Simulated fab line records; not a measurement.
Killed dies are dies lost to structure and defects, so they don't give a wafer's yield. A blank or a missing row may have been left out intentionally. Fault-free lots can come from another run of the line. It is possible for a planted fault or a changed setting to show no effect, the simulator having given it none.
Lot-split experiment + flow n5_finfet + 39 wafers read from 7 lots, route of 1938 steps

SPLIT DETAILS
At N5_PASSIVATION_PASS_ETCH_47 (etches SiNx in CF4/O2, target depth 770 nm, time 385 s), the setting time_s was moved away from the recipe's 385 s on 12 of the 39 wafers read, by -43.9% to +51.2%. For the rest of the wafers, this setting stayed at what the recipe calls for.

The split's own step is where the reading is taken.

THE READING
etch.depth_nm (the simulator's own value, which no gauge read), in nm, at N5_PASSIVATION_PASS_ETCH_47 (etches SiNx in CF4/O2, target depth 770 nm, time 385 s). No usual value for it is given in the file. The 27 wafers here that ran the recipe average 771.7 nm, standard deviation 11 nm.

| wafer  | tool, chamber at the split | time_s as run, s | against the recipe | etch.depth_nm, nm | against lot-mates on the recipe |
|--------|----------------------------|------------------|--------------------|-------------------|---------------------------------|
| L074.1 | rie_diel-05, 3             | 385              | recipe             | 782.3             | -                               |
| L074.2 | rie_diel-05, 1             | 385              | recipe             | 752.1             | -                               |
| L074.3 | rie_diel-05, 0             | 385              | recipe             | 763.9             | -                               |
| L074.4 | rie_diel-05, 2             | 385              | recipe             | 770.5             | -                               |
| L074.5 | rie_diel-05, 3             | 385              | recipe             | 781.6             | -                               |
| L074.6 | rie_diel-05, 2             | 385              | recipe             | 774.1             | -                               |
| L079.1 | rie_diel-05, 3             | 385              | recipe             | 786.1             | -                               |
| L079.2 | rie_diel-05, 2             | 385              | recipe             | 773.1             | -                               |
| L079.3 | rie_diel-05, 0             | 461.2            | +19.8%             | 915.4             | +140.8                          |
| L079.4 | rie_diel-05, 1             | 461.2            | +19.8%             | 920.1             | +145.5                          |
| L079.5 | rie_diel-05, 2             | 385              | recipe             | 764.7             | -                               |
| L079.6 | rie_diel-05, 3             | 461.2            | +19.8%             | 932.9             | +158.3                          |
| L077.1 | rie_diel-04, 3             | 216.1            | -43.9%             | 434.1             | -345.0                          |
| L077.2 | rie_diel-04, 2             | 385              | recipe             | 765.7             | -                               |
| L077.3 | rie_diel-04, 1             | 385              | recipe             | 783.3             | -                               |
| L077.4 | rie_diel-04, 0             | 216.1            | -43.9%             | 438.9             | -340.2                          |
| L077.5 | rie_diel-04, 1             | 385              | recipe             | 788.2             | -                               |
| L077.6 | rie_diel-04, 0             | 216.1            | -43.9%             | 440               | -339.1                          |
| L081.1 | rie_diel-04, 1             | 385              | recipe             | 782.8             | -                               |
| L081.2 | rie_diel-04, 3             | 385              | recipe             | 782.4             | -                               |
| L081.4 | rie_diel-04, 2             | 385              | recipe             | 768.5             | -                               |
| L083.1 | rie_diel-02, 3             | 385              | recipe             | 745.4             | -                               |
| L083.2 | rie_diel-02, 0             | 385              | recipe             | 768.1             | -                               |
| L083.3 | rie_diel-02, 1             | 385              | recipe             | 755.2             | -                               |
| L083.4 | rie_diel-02, 2             | 385              | recipe             | 778.9             | -                               |
| L083.5 | rie_diel-02, 2             | 385              | recipe             | 770.8             | -                               |
| L083.6 | rie_diel-02, 3             | 385              | recipe             | 747.6             | -                               |
| L091.1 | rie_diel-04, 3             | 385              | recipe             | 775               | -                               |
| L091.2 | rie_diel-04, 1             | 314.2            | -18.4%             | 624.3             | -150.7                          |
| L091.3 | rie_diel-04, 2             | 314.2            | -18.4%             | 616.6             | -158.4                          |
| L091.4 | rie_diel-04, 2             | 314.2            | -18.4%             | 619.7             | -155.3                          |
| L091.5 | rie_diel-04, 3             | 385              | recipe             | 775.5             | -                               |
| L091.6 | rie_diel-04, 1             | 385              | recipe             | 774.6             | -                               |
| L092.1 | rie_diel-02, 2             | 385              | recipe             | 780.5             | -                               |
| L092.2 | rie_diel-02, 0             | 582.2            | +51.2%             | 1172              | +397.1                          |
| L092.3 | rie_diel-02, 1             | 385              | recipe             | 767               | -                               |
| L092.4 | rie_diel-02, 1             | 582.2            | +51.2%             | 1151              | +376.1                          |
| L092.5 | rie_diel-02, 2             | 582.2            | +51.2%             | 1182              | +407.1                          |
| L092.6 | rie_diel-02, 0             | 385              | recipe             | 777.1             | -                               |

FIT RESULTS
A straight line over all 39 wafers: etch.depth_nm changes by +7.72 nm for each +1% of time_s; r = +1.00; the points scatter about the line by 11 nm.
The same after taking each lot's own level away (the mean of its wafers on the recipe; 39 wafers): +7.75 nm for each +1%; r = +1.00; scatter 9.7 nm.
According to that fit, moving time_s by its largest amount changes the reading by 4e+02 nm.
From 761.00 to 779.07 nm: that is the span of the lots' own levels, equal to 1.6 times the standard deviation above.
So the lot-to-lot level changes the slope little: the two slopes agree.
Check: for one of the wafers moved furthest among these (+51.2%), held out of the fit, the line's prediction against its lot-mates is +395 nm. Against them it came out at +397 nm.

ADDITIONAL SPLITS CARRIED BY THESE WAFERS
Note: prior to the reading, these wafers also went through further splits. Each is held against what the fit with the lots' levels taken away leaves over:
| other split on the same wafers | wafers away from the commonest value | r with etch.depth_nm (lot level and that fit taken away) |
|--------------------------------|--------------------------------------|----------------------------------------------------------|
| N5_BEOL_M13_ETCH_59 time_s     | 12                                   | +0.05                                                    |

THE FILE'S OWN FIT
etch.depth_nm changes by +7.75 nm for each +1% of time_s, r = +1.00.
